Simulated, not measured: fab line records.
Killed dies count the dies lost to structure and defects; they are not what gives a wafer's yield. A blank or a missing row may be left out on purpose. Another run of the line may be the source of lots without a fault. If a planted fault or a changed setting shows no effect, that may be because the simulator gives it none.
fab line records + flow n5_finfet
record
- lots=11
- wafers=32
- last_day=17
route steps=1938 shown BEOL_M11@1578 TV_LITHO@1883 PAD_METAL@1895 PASSIVATION@1906
lots that met no fault: from a run of the same line without faults
start_h: hours from the record's first day to the start of the lot's first wafer shown + wait_h: time in hours since the lot's previous step + " unchanged from the row above + L1.1+2: several wafers, shown together as one row + - no value, or no start was given + * or withheld: withheld + < > ~ a bound
route shown NAME@n: a module of which the file shows steps, and the number in the route of the first + usual: mean/standard deviation of fault-free wafers + same: alike in all rows + chamber/n: place in a boat + sites: each site's reading + _std_site: standard deviation across them + _edge_site: inner sites' mean taken away from outer sites' mean + radius_mm: for every site, how far away it sits from the centre of the wafer + mask NAME#n: copy n + behind: tool/chamber where the wafer was last shaped + hold: the reason the lot was held/the length of the hold in hours/how it ended + device: which transistor (n, p or np) failed to switch + end of line: at the end of the route, the tests of the same wafers + a step without rows: its recipe alone + killed: count of dies lost to structure and defects at first sort (not the wafer's yield) + map: the dies of a wafer, with x for killed, . for not killed, _ for no die there
set.NAME: the setting that was run; set.NAME@STEP: the one run at that earlier step + model.NAME: the simulator's own value behind a step, which no gauge read
route steps across a sampled set of lots; one table per step, one row per wafer
services: the hour from which a tool's chamber was out of use, counted from the record's first day as start_h (under 0 if before that day), plus the number of hours and why
## steps
# step N5_BEOL_M11_TRENCH_ETCH_37
# recipe
- chemistry=C4F6/O2
- target_depth_a=1488.3
- target=SiCOH_lowk
- time_s=48
- ion_energy_ev=250
- pressure_mtorr=30
- source_w=345
- bias_w=185
- Ar_flow_sccm=300
- C4F6_flow_sccm=10
- O2_flow_sccm=10
# usual
- drypump_motor_current_A=5.7/0.45
- oes_ar_750_au=0.83/0.09
- oes_product_au=0.83/0.088
- rf_vpp_V=663/16
- showerhead_plenum_p_Torr=2.86/0.092
- throttle_valve_pct=20.90/0.28
| lot.wafer | tool        | chamber | start_h | wait_h | drypump_motor_current_A | oes_ar_750_au | oes_product_au | rf_hours_counter_h | rf_vpp_V | showerhead_plenum_p_Torr | throttle_valve_pct |
|-----------|-------------|---------|---------|--------|-------------------------|---------------|----------------|--------------------|----------|--------------------------|--------------------|
| L149.3    | rie_diel-06 | 0       | 202.92  | -      | 5.5                     | 0.90          | 0.92           | 20                 | 700      | 2.79                     | 20.83              |
| L149.4    | "           | 2       | "       | "      | 6.2                     | 0.70          | 0.70           | 220                | 660      | 2.89                     | 20.53              |
| L149.6    | "           | 1       | "       | "      | 5.2                     | 0.81          | 0.81           | -                  | 685      | 2.98                     | 21.14              |
| L151.3    | rie_diel-06 | 2       | 222.08  | -      | 6.2                     | 0.70          | 0.69           | 227                | 659      | 2.89                     | 20.56              |
| L151.4    | "           | 3       | "       | "      | 5.2                     | 0.93          | 0.93           | -                  | 635      | 2.81                     | 20.96              |
| L151.6    | "           | 2       | "       | "      | 6.2                     | 0.69          | 0.68           | -                  | 659      | 2.89                     | 20.55              |
| L152.2    | rie_diel-01 | 3       | 228.98  | -      | 6.4                     | 0.87          | 0.87           | 20                 | 666      | 2.87                     | 20.31              |
| L152.4    | "           | 1       | "       | "      | 5.2                     | 0.69          | 0.68           | -                  | 654      | 2.96                     | 21.31              |
| L152.6    | "           | 3       | "       | "      | 6.4                     | 0.87          | 0.87           | -                  | 665      | 2.87                     | 20.29              |
| L153.3    | rie_diel-06 | 1       | 237.71  | -      | 5.2                     | 0.80          | 0.80           | 90                 | 684      | 2.97                     | 21.16              |
| L153.4    | "           | 3       | "       | "      | 5.1                     | 0.92          | 0.91           | 29                 | 636      | 2.81                     | 20.97              |
| L153.5    | "           | 1       | "       | "      | 5.2                     | 0.80          | 0.80           | -                  | 683      | 2.97                     | 21.15              |
| L156.1    | rie_diel-01 | 3       | 305.39  | -      | 6.4                     | 0.83          | 0.85           | 45                 | 666      | 2.86                     | 20.34              |
| L156.5    | "           | 2       | "       | "      | 5.5                     | 0.71          | 0.70           | -                  | 658      | 2.94                     | 21.32              |
| L156.6    | "           | 3       | "       | "      | 6.4                     | 0.83          | 0.84           | -                  | 666      | 2.86                     | 20.36              |
| L157.2    | rie_diel-02 | 1       | 314.02  | -      | 5.8                     | 0.71          | 0.72           | 186                | 657      | 2.84                     | 20.96              |
| L157.3    | "           | 0       | "       | "      | 5.6                     | 0.72          | 0.72           | 201                | 691      | 2.92                     | 21.14              |
| L157.4    | "           | 2       | "       | "      | 5.7                     | 0.88          | 0.88           | 56                 | 659      | 3.01                     | 21.00              |
| L154.3    | rie_diel-01 | 1       | 314.19  | -      | 5.2                     | 1.03          | 1.00           | 0                  | 655      | 2.95                     | 20.95              |
| L154.4    | "           | 0       | "       | "      | 5.9                     | 0.87          | 0.87           | -                  | 649      | 2.78                     | 20.94              |
| L158.1    | rie_diel-01 | 1       | 318.05  | -      | 5.2                     | 1.00          | 0.97           | 2                  | 655      | 2.95                     | 20.96              |
| L158.2    | "           | 0       | "       | "      | 5.9                     | 0.86          | 0.86           | 31                 | 649      | 2.78                     | 20.95              |
| L158.4    | "           | 0       | "       | "      | 5.9                     | 0.86          | 0.86           | -                  | 651      | 2.78                     | 20.96              |
| L163.3    | rie_diel-06 | 3       | 328.53  | -      | 5.1                     | 0.88          | 0.86           | 55                 | 636      | 2.80                     | 21.02              |
| L163.5    | "           | 0       | "       | "      | 5.5                     | 0.83          | 0.86           | -                  | 699      | 2.77                     | 20.88              |
| L163.6    | "           | 3       | "       | "      | 5.1                     | 0.87          | 0.87           | -                  | 635      | 2.79                     | 21.01              |
| L166.2    | rie_diel-01 | 0       | 337.65  | -      | 5.9                     | 0.85          | 0.86           | 39                 | 649      | 2.78                     | 20.96              |
| L166.4    | "           | 1       | "       | "      | 5.2                     | 0.97          | 0.96           | 10                 | 653      | 2.94                     | 20.96              |
| L166.5    | "           | 2       | "       | "      | 5.5                     | 0.98          | 1.01           | -                  | 657      | 2.94                     | 21.06              |
| L167.2    | rie_diel-02 | 3       | 346.25  | -      | 6.3                     | 0.72          | 0.75           | 163                | 670      | 2.60                     | 21.00              |
| L167.3    | "           | 2       | "       | "      | 5.7                     | 0.86          | 0.87           | 62                 | 660      | 3.01                     | 21.01              |
| L167.4    | "           | 1       | "       | "      | 5.8                     | 0.71          | 0.72           | 197                | 655      | 2.83                     | 20.98              |
# step N5_PASSIVATION_CD_MEAS_10
# recipe
- target_cd_nm=3000
- landing_energy_ev=500
- detector=se_inlens
# usual
- cd_nm=2999.5/2.4
| lot.wafer | tool      | chamber | start_h | wait_h | cd_nm  |
|-----------|-----------|---------|---------|--------|--------|
| L149.3    | cd_sem-02 | 0       | 233.59  | -      | 2997.4 |
| L149.4    | "         | 0       | "       | "      | 2999.5 |
| L149.6    | "         | 0       | "       | "      | 2998.4 |
| L151.3    | cd_sem-01 | 0       | 254.80  | -      | 2997.8 |
| L151.4    | "         | 0       | "       | "      | 3001.4 |
| L151.6    | "         | 0       | "       | "      | 2998.9 |
| L152.2    | cd_sem-02 | 0       | 267.97  | -      | 2997.1 |
| L152.4    | "         | 0       | "       | "      | 2997.0 |
| L152.6    | "         | 0       | "       | "      | 2999.6 |
| L153.3    | cd_sem-01 | 0       | 272.99  | -      | 2999.9 |
| L153.4    | "         | 0       | "       | "      | 2993.1 |
| L153.5    | "         | 0       | "       | "      | 3000.0 |
| L156.1    | cd_sem-02 | 0       | 338.10  | -      | 2998.5 |
| L156.5    | "         | 0       | "       | "      | 3002.5 |
| L156.6    | "         | 0       | "       | "      | 2995.6 |
| L154.3    | cd_sem-02 | 0       | 359.08  | -      | 3003.1 |
| L154.4    | "         | 0       | "       | "      | 3002.5 |
| L157.2    | cd_sem-02 | 0       | 359.24  | -      | 3000.4 |
| L157.3    | "         | 0       | "       | "      | 3004.1 |
| L157.4    | "         | 0       | "       | "      | 3004.0 |
| L158.1    | cd_sem-01 | 0       | 364.07  | -      | 2998.9 |
| L158.2    | "         | 0       | "       | "      | 2997.8 |
| L158.4    | "         | 0       | "       | "      | 3000.4 |
| L163.3    | cd_sem-01 | 0       | 380.74  | -      | 2997.4 |
| L163.5    | "         | 0       | "       | "      | 2998.1 |
| L163.6    | "         | 0       | "       | "      | 2996.9 |
| L167.2    | cd_sem-01 | 0       | 389.20  | -      | 2999.9 |
| L167.3    | "         | 0       | "       | "      | 3003.1 |
| L167.4    | "         | 0       | "       | "      | 3001.8 |
| L166.2    | cd_sem-02 | 0       | 389.37  | -      | 2998.1 |
| L166.4    | "         | 0       | "       | "      | 2997.9 |
| L166.5    | "         | 0       | "       | "      | 2999.9 |
# step N5_PASSIVATION_SPUTTER_20
# recipe
- material=TaN
- target_thk_a=500
- temp_c=25
- chamber_pressure_pa=0.4
# usual
- throttle_valve_pct=30.0/0.62
| lot.wafer | tool           | chamber | start_h | wait_h | throttle_valve_pct |
|-----------|----------------|---------|---------|--------|--------------------|
| L149.3    | pvd_sputter-01 | -       | 235.38  | 0.0    | 32.0               |
| L149.4    | "              | -       | "       | "      | 30.3               |
| L149.6    | "              | -       | "       | "      | 28.9               |
| L151.3    | pvd_sputter-01 | -       | 255.87  | 0.0    | 30.1               |
| L151.4    | "              | -       | "       | "      | 29.3               |
| L151.6    | "              | -       | "       | "      | 30.3               |
| L152.2    | pvd_sputter-03 | -       | 269.07  | 0.0    | 29.6               |
| L152.4    | "              | -       | "       | "      | 29.5               |
| L152.6    | "              | -       | "       | "      | 29.5               |
| L153.3    | pvd_sputter-02 | -       | 273.73  | 0.0    | 29.9               |
| L153.4    | "              | -       | "       | "      | 30.0               |
| L153.5    | "              | -       | "       | "      | 30.1               |
| L156.1    | pvd_sputter-02 | -       | 339.06  | 0.0    | 30.3               |
| L156.5    | "              | -       | "       | "      | 29.9               |
| L156.6    | "              | -       | "       | "      | 30.5               |
| L154.3    | pvd_sputter-03 | -       | 360.14  | 0.0    | 29.7               |
| L154.4    | "              | -       | "       | "      | 29.5               |
| L157.2    | pvd_sputter-01 | -       | 360.60  | 0.0    | 31.9               |
| L157.3    | "              | -       | "       | "      | 29.1               |
| L157.4    | "              | -       | "       | "      | 30.1               |
| L158.1    | pvd_sputter-03 | -       | 365.42  | 0.0    | 30.1               |
| L158.2    | "              | -       | "       | "      | 29.5               |
| L158.4    | "              | -       | "       | "      | 29.5               |
| L163.3    | pvd_sputter-02 | -       | 381.97  | 0.0    | 29.7               |
| L163.5    | "              | -       | "       | "      | 29.9               |
| L163.6    | "              | -       | "       | "      | 29.6               |
| L167.2    | pvd_sputter-03 | -       | 392.76  | 0.0    | 29.8               |
| L167.3    | "              | -       | "       | "      | 29.4               |
| L167.4    | "              | -       | "       | "      | 29.8               |
| L166.2    | pvd_sputter-03 | -       | 393.10  | 0.0    | 30.0               |
| L166.4    | "              | -       | "       | "      | 29.5               |
| L166.5    | "              | -       | "       | "      | 29.6               |
# step N5_PASSIVATION_OVL_MEAS_63
# recipe
- points_per_wafer=44
# usual
- PAD_OVL=-4/5.6
| lot.wafer | tool       | chamber | start_h | wait_h | PAD_OVL[nm] |
|-----------|------------|---------|---------|--------|-------------|
| L149.3    | overlay-01 | 0       | 236.10  | 0.0    | 1           |
| L149.4    | "          | 0       | "       | "      | 3           |
| L149.6    | "          | 0       | "       | "      | -8          |
| L151.3    | overlay-01 | 0       | 256.60  | 0.0    | -20         |
| L151.4    | "          | 0       | "       | "      | -5          |
| L151.6    | "          | 0       | "       | "      | -6          |
| L152.2    | overlay-01 | 0       | 269.71  | 0.0    | -6          |
| L152.4    | "          | 0       | "       | "      | -9          |
| L152.6    | "          | 0       | "       | "      | -6          |
| L153.3    | overlay-01 | 0       | 274.46  | 0.0    | -3          |
| L153.4    | "          | 0       | "       | "      | 1           |
| L153.5    | "          | 0       | "       | "      | -8          |
| L156.1    | overlay-01 | 0       | 339.81  | 0.0    | 2           |
| L156.5    | "          | 0       | "       | "      | -3          |
| L156.6    | "          | 0       | "       | "      | -2          |
| L154.3    | overlay-01 | 0       | 360.87  | 0.0    | -2          |
| L154.4    | "          | 0       | "       | "      | -6          |
| L157.2    | overlay-02 | 0       | 361.24  | 0.0    | -1          |
| L157.3    | "          | 0       | "       | "      | 2           |
| L157.4    | "          | 0       | "       | "      | 1           |
| L158.1    | overlay-01 | 0       | 366.15  | 0.0    | -4          |
| L158.2    | "          | 0       | "       | "      | -7          |
| L158.4    | "          | 0       | "       | "      | -7          |
| L163.3    | overlay-02 | 0       | 382.57  | 0.0    | 7           |
| L163.5    | "          | 0       | "       | "      | 3           |
| L163.6    | "          | 0       | "       | "      | -1          |
| L167.2    | overlay-01 | 0       | 393.48  | 0.0    | 3           |
| L167.3    | "          | 0       | "       | "      | 1           |
| L167.4    | "          | 0       | "       | "      | 1           |
| L166.2    | overlay-01 | 0       | 393.82  | 0.0    | -11         |
| L166.4    | "          | 0       | "       | "      | -5          |
| L166.5    | "          | 0       | "       | "      | -11         |
# step N5_PASSIVATION_PROBE_49
# usual
- defect_limited_yield=91.2/1.4
- killed_at_M0_to_M3=33/9.5
- killed_at_M4_up=13/4.7
- killed_at_contacts=11/5.3
- killed_at_front_end=42/12
- killed_at_other=5/3.3
- killed_dies=104/17
- killed_open=67/12
- killed_short=33/7.7
- sort_bin_4_leakage=0.01/0.058
- sort_bin_5_function=5.1/0.94
- sort_bin_6_memory=3.3/0.67
- sort_bin_8_speed=0.1/1.3
- sort_n_pass=1074/24
- sort_yield_pct=91.1/2
# same
- gross_dies=1180
- killed_at_back_side=0
| lot.wafer | tool      | chamber | start_h | wait_h | defect_limited_yield[%] | killed_at_M0_to_M3 | killed_at_M4_up | killed_at_contacts | killed_at_front_end | killed_at_other | killed_dies | killed_open | killed_short | sort_bin_4_leakage[%] | sort_bin_5_function[%] | sort_bin_6_memory[%] | sort_bin_8_speed[%] | sort_n_pass | sort_yield_pct[%] |
|-----------|-----------|---------|---------|--------|-------------------------|--------------------|-----------------|--------------------|---------------------|-----------------|-------------|-------------|--------------|-----------------------|------------------------|----------------------|---------------------|-------------|-------------------|
| L151.3    | prober-01 | -       | 262.26  | 0.1    | 91.2                    | 39                 | 22              | 6                  | 34                  | 3               | 104         | 65          | 32           | 0                     | 4.7                    | 3.3                  | 0                   | 1076        | 91.2              |
| L151.4    | prober-01 | -       | 262.31  | 0.2    | 91.8                    | 36                 | 9               | 9                  | 31                  | 12              | 97          | 60          | 36           | 0                     | 4.5                    | 3.6                  | 0                   | 1083        | 91.8              |
| L151.6    | prober-01 | -       | 262.41  | 0.3    | 90.0                    | 53                 | 18              | 9                  | 26                  | 12              | 118         | 73          | 45           | 0                     | 5.6                    | 3.8                  | 0                   | 1062        | 90.0              |
| L152.2    | prober-01 | -       | 275.85  | 0.1    | 92.2                    | 29                 | 14              | 6                  | 38                  | 5               | 92          | 61          | 26           | 0                     | 3.9                    | 3.5                  | 0                   | 1088        | 92.2              |
| L152.4    | prober-01 | -       | 275.95  | 0.2    | 93.6                    | 23                 | 5               | 6                  | 40                  | 2               | 76          | 44          | 31           | 0                     | 3.3                    | 2.9                  | 0                   | 1104        | 93.6              |
| L152.6    | prober-01 | -       | 276.05  | 0.3    | 89.7                    | 34                 | 12              | 6                  | 65                  | 4               | 121         | 81          | 34           | 0                     | 5.8                    | 3.6                  | 0.4                 | 1054        | 89.3              |
| L154.3    | prober-01 | -       | 366.75  | 0.1    | 92.2                    | 28                 | 11              | 7                  | 43                  | 3               | 92          | 57          | 25           | 0                     | 4.0                    | 3.1                  | 0                   | 1088        | 92.2              |
| L154.4    | prober-01 | -       | 366.80  | 0.2    | 90.8                    | 40                 | 15              | 5                  | 46                  | 3               | 109         | 74          | 32           | 0                     | 5.0                    | 4.0                  | 0                   | 1071        | 90.8              |
| L158.1    | prober-01 | -       | 371.56  | 0.0    | 91.7                    | 25                 | 11              | 10                 | 49                  | 3               | 98          | 61          | 34           | 0                     | 4.4                    | 3.7                  | 0                   | 1082        | 91.7              |
| L158.4    | prober-01 | -       | 371.71  | 0.2    | 88.9                    | 33                 | 28              | 15                 | 49                  | 6               | 131         | 86          | 43           | 0                     | 6.3                    | 4.4                  | 0                   | 1049        | 88.9              |
| L163.3    | prober-02 | -       | 388.14  | 0.1    | 90.3                    | 41                 | 11              | 13                 | 45                  | 4               | 114         | 82          | 31           | 0                     | 6.0                    | 3.6                  | 0                   | 1066        | 90.3              |
| L163.5    | prober-02 | -       | 388.24  | 0.2    | 92.9                    | 30                 | 15              | 7                  | 26                  | 6               | 84          | 50          | 33           | 0                     | 4.2                    | 2.6                  | 0                   | 1096        | 92.9              |
| L167.4    | prober-01 | -       | 399.02  | 0.2    | 93.9                    | 25                 | 12              | 5                  | 24                  | 6               | 72          | 52          | 19           | 0                     | 3.6                    | 2.3                  | 0                   | 1108        | 93.9              |
| L166.2    | prober-02 | -       | 399.17  | 0.1    | 93.1                    | 17                 | 11              | 9                  | 40                  | 5               | 82          | 57          | 25           | 0                     | 4.4                    | 2.5                  | 0                   | 1098        | 93.1              |
| L166.4    | prober-02 | -       | 399.27  | 0.2    | 84.3                    | 16                 | 116             | 15                 | 36                  | 2               | 185         | 55          | 23           | 0                     | 10.4                   | 4.0                  | 0                   | 995         | 84.3              |
| L166.5    | prober-02 | -       | 399.32  | 0.2    | 91.9                    | 29                 | 17              | 11                 | 33                  | 5               | 95          | 56          | 35           | 0                     | 5.0                    | 2.7                  | 0                   | 1085        | 91.9              |
# killed by level:class
L151.3 BEOL_M1:geometric_particle:open=8 BEOL_M3:geometric_particle:open=8 BEOL_M0_SAQP:geometric_particle:open=7 BEOL_M0_SAQP:geometric_particle:short=7 BEOL_M4:geometric_particle:open=7 FIN_SAQP:geometric_particle:open=5 GATE_CUT:geometric_particle:short=5 FIN_SAQP:geometric_particle:short=4
L151.4 BEOL_M0_SAQP:geometric_particle:open=9 FIN_SAQP:geometric_particle:open=8 BEOL_M2:geometric_particle:open=8 MOL_CONTACT_COAG:geometric_particle:open=7 GATE_CUT:geometric_particle:short=6 FIN_SAQP:geometric_particle:short=5 BEOL_M0_SAQP:geometric_particle:short=5 BEOL_M1:geometric_particle:open=4
L151.6 BEOL_M0_SAQP:geometric_particle:open=14 BEOL_M0_SAQP:geometric_particle:short=12 BEOL_M1:geometric_particle:short=8 BEOL_M3:geometric_particle:open=8 MOL_CONTACT_COAG:geometric_particle:open=7 BEOL_M1:geometric_particle:open=6 PASS1_CAP:geometric_particle:short=6 FIN_SAQP:geometric_particle:short=5
L152.2 STI_FIN_REVEAL:geometric_particle:open=13 BEOL_M3:geometric_particle:open=7 MOL_CONTACT_COAG:geometric_particle:open=6 BEOL_M0_SAQP:geometric_particle:short=6 DUMMY_GATE:geometric_particle:open=5 FIN_SAQP:geometric_particle:open=4 BEOL_M7:geometric_particle:open=4 STI_FIN_REVEAL:geometric_particle:short=4
L152.4 STI_FIN_REVEAL:geometric_particle:open=8 FIN_SAQP:geometric_particle:open=5 BEOL_M3:geometric_particle:short=5 STARTING-WAFER:geometric_particle:open=5 BEOL_M0:geometric_particle:open=4 MOL_CONTACT_COAG:geometric_particle:open=4 BEOL_M2:geometric_particle:short=4 BEOL_M3:geometric_particle:open=4
L152.6 STI_FIN_REVEAL:geometric_particle:open=20 BEOL_M3:geometric_particle:open=12 FIN_SAQP:geometric_particle:short=8 DUMMY_GATE:geometric_particle:open=6 MOL_CONTACT_COAG:geometric_particle:open=6 BEOL_M2:geometric_particle:open=6 FIN_SAQP:geometric_particle:open=5 BEOL_M4:geometric_particle:open=5
L154.3 BEOL_M2:geometric_particle:open=13 HKMG_FIN:area_etch=8 FIN_SAQP:geometric_particle:open=6 DUMMY_GATE:geometric_particle:open=6 FIN_SAQP:geometric_particle:short=5 STI_FIN_REVEAL:geometric_particle:open=4 MOL_CONTACT_COAG:geometric_particle:open=4 GATE_CUT:geometric_particle:open=3
L154.4 STI_FIN_REVEAL:geometric_particle:open=17 BEOL_M2:geometric_particle:open=16 STI_FIN_REVEAL:geometric_particle:short=5 BEOL_M1:geometric_particle:open=5 BEOL_M5:geometric_particle:open=5 GATE_CUT:geometric_particle:short=4 MOL_CONTACT_COAG:geometric_particle:open=4 BEOL_M0_SAQP:geometric_particle:short=4
L158.1 FIN_SAQP:geometric_particle:open=16 FIN_SAQP:geometric_particle:short=10 BEOL_M0_SAQP:geometric_particle:short=9 MOL_CONTACT_COAG:geometric_particle:open=9 DUMMY_GATE:geometric_particle:open=6 BEOL_M3:geometric_particle:open=6 BEOL_M4:geometric_particle:open=4 GATE_CUT:geometric_particle:open=3
L158.4 FIN_SAQP:geometric_particle:open=15 MOL_CONTACT_COAG:geometric_particle:open=13 BEOL_M4:geometric_particle:open=12 FIN_SAQP:geometric_particle:short=10 BEOL_M5:geometric_particle:open=8 BEOL_M0_SAQP:geometric_particle:short=8 STI_FIN_REVEAL:geometric_particle:open=7 BEOL_M0_SAQP:geometric_particle:open=7
L163.3 STI_FIN_REVEAL:geometric_particle:open=17 BEOL_M2:geometric_particle:open=13 MOL_CONTACT_COAG:geometric_particle:open=10 BEOL_M4:geometric_particle:open=8 BEOL_M3:geometric_particle:open=6 FIN_SAQP:geometric_particle:open=5 DUMMY_GATE:geometric_particle:open=5 DUMMY_GATE:geometric_particle:short=4
L163.5 BEOL_M2:geometric_particle:open=8 FIN_SAQP:geometric_particle:short=7 BEOL_M0_SAQP:geometric_particle:short=7 BEOL_M4:geometric_particle:open=7 STI_FIN_REVEAL:geometric_particle:open=6 BEOL_M0_SAQP:geometric_particle:open=5 FIN_SAQP:geometric_particle:open=4 MOL_CONTACT_COAG:geometric_particle:short=4
L167.4 STI_FIN_REVEAL:geometric_particle:open=7 BEOL_M3:geometric_particle:open=7 BEOL_M0_SAQP:geometric_particle:short=6 BEOL_M0_SAQP:geometric_particle:open=5 MOL_CONTACT_COAG:geometric_particle:open=5 FIN_SAQP:geometric_particle:short=4 BEOL_M4:geometric_particle:open=4 GATE_CUT:geometric_particle:open=3
L166.2 FIN_SAQP:geometric_particle:open=13 DUMMY_GATE:geometric_particle:open=9 MOL_CONTACT_COAG:geometric_particle:open=8 FIN_SAQP:geometric_particle:short=6 BEOL_M4:geometric_particle:open=6 BEOL_M3:geometric_particle:open=5 GATE_CUT:geometric_particle:short=4 BEOL_M0_SAQP:geometric_particle:open=4
L166.4 BEOL_M11:unspecified=103 FIN_SAQP:geometric_particle:open=10 MOL_CONTACT_COAG:geometric_particle:open=9 BEOL_M4:geometric_particle:open=8 STARTING-WAFER:geometric_particle:short=5 BEOL_M0_SAQP:geometric_particle:open=5 FIN_SAQP:geometric_particle:short=4 BEOL_M0_SAQP:geometric_particle:short=4
L166.5 BEOL_M0_SAQP:geometric_particle:open=11 FIN_SAQP:geometric_particle:short=7 STI_FIN_REVEAL:geometric_particle:open=7 DUMMY_GATE:geometric_particle:open=7 BEOL_M0_SAQP:geometric_particle:short=6 BEOL_M4:geometric_particle:open=6 BEOL_M4:geometric_particle:short=5 MOL_CONTACT_COAG:geometric_particle:short=4
## services
| tool           | chamber | start_h | hours | kind                          |
|----------------|---------|---------|-------|-------------------------------|
| rie_diel-02    | 1       | 196.13  | 24.9  | repair                        |
| pvd_sputter-01 | -       | 200.17  | 1.1   | repair                        |
| rie_diel-01    | 0       | 211.47  | -     | clean                         |
| rie_diel-01    | 0       | 211.47  | -     | consumable_replace:focus_ring |
| rie_diel-01    | 0       | 211.47  | 18.4  | scheduled_down                |
| rie_diel-01    | 0       | 211.47  | 18.4  | vent_cycle                    |
| rie_diel-01    | 2       | 218.89  | 6.3   | repair                        |
| rie_diel-06    | 2       | 227.39  | 4.3   | repair                        |
| rie_diel-06    | 1       | 244.69  | 4.1   | repair                        |
| rie_diel-01    | 3       | 282.73  | 4.1   | repair                        |
| rie_diel-01    | 1       | 286.82  | -     | clean                         |
| rie_diel-01    | 1       | 286.82  | -     | consumable_replace:focus_ring |
| rie_diel-01    | 1       | 286.82  | 26.8  | scheduled_down                |
| rie_diel-01    | 1       | 286.82  | 26.8  | vent_cycle                    |
| rie_diel-01    | 0       | 304.06  | 1.6   | repair                        |
| rie_diel-01    | 2       | 313.81  | -     | clean                         |
| rie_diel-01    | 2       | 313.81  | -     | consumable_replace:focus_ring |
| rie_diel-01    | 2       | 313.81  | 15.4  | scheduled_down                |
| rie_diel-01    | 2       | 313.81  | 15.4  | vent_cycle                    |
| rie_diel-06    | -       | 331.06  | 0.5   | repair                        |
| pvd_sputter-02 | -       | 356.72  | 4.6   | repair                        |
| rie_diel-06    | 1       | 357.97  | 1.8   | repair                        |
| rie_diel-06    | 3       | 387.86  | 1.3   | repair                        |
| pvd_sputter-01 | -       | 389.51  | 6.7   | repair                        |
## key
first_sign
- step=N5_PASSIVATION_PROBE_49
- reading=killed_at_M4_up
- direction=up
- sigmas=22
- usual=13
- struck=116
effect
- step=N5_PASSIVATION_PROBE_49
- reading=defect_limited_yield
- direction=down
- sigmas=4.9
- usual=91.2
- struck=84.3
more_kills_born_at
- N5_BEOL_M11_TRENCH_ETCH_37@rie_diel-01=103
met_at N5_BEOL_M11_TRENCH_ETCH_37
struck_lots L166
struck_wafers L166.4
not_acting_at N5_PASSIVATION_CD_MEAS_10,N5_PASSIVATION_SPUTTER_20,N5_PASSIVATION_OVL_MEAS_63
onset_between 318.05 337.65
fault
- kind=chamber_particle_source
- tool=rie_diel-01
- chamber=1
- onset_h=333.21
- steps=N5_BEOL_M11_TRENCH_ETCH_37
- rate_per_visit_cm2=0.44196
- end_h=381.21
